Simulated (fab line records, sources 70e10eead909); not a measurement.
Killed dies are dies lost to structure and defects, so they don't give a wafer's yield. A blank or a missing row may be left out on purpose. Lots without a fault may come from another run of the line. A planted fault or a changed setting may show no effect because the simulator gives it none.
Chamber matching | flow nand_harc | NHARC_P_STI_DESCUM_14 on rie_diel-05: 4 sister chambers
The step chemistry O2, time 3 s. 4 wafers are shown with their chamber, then 9 later ones without.

WAFERS WITH THEIR CHAMBER
wafer  | chamber | drypump_motor_current_A (A)
L622.2 | 3       | 5.7
L627.4 | 2       | 5.2
L628.1 | 1       | 5.2
L628.5 | 0       | 6.0

WAFERS WITHOUT THEIR CHAMBER
wafer  | drypump_motor_current_A (A)
L629.2 | 5.9
L629.5 | 5.2
L629.6 | 5.7
L630.2 | 5.2
L630.3 | 5.2
L630.5 | 5.9
L640.1 | 5.9
L640.4 | 5.7
L640.6 | 5.7

WHICH CHAMBER EACH WENT THROUGH
wafer  | from the rows above     | in truth
L629.2 | can't be placed: 0 or 3 | 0
L629.5 | can't be placed: 1 or 2 | 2
L629.6 | 3                       | 3
L630.2 | can't be placed: 1 or 2 | 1
L630.3 | can't be placed: 1 or 2 | 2
L630.5 | can't be placed: 0 or 3 | 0
L640.1 | can't be placed: 0 or 3 | 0
L640.4 | 3                       | 3
L640.6 | 3                       | 3
Placed correctly: 3 of 9. Can't be placed from these rows: 6 (the true chamber is among the candidates in 6). Placed wrongly: 0.
How it was worked out, from the rows above alone: a wafer's distance from a chamber is the root of the sum, over the readings, of the square of ((its reading less the chamber's mean) divided by the reading's scatter). The wafer belongs to the nearest chamber; if the next one is less than 2 further off, it can't be placed. A chamber's mean is the mean of its shown wafers. The scatter: with one shown wafer a chamber, the root of the mean of the squares of how far each hidden wafer lies from its nearest shown one.
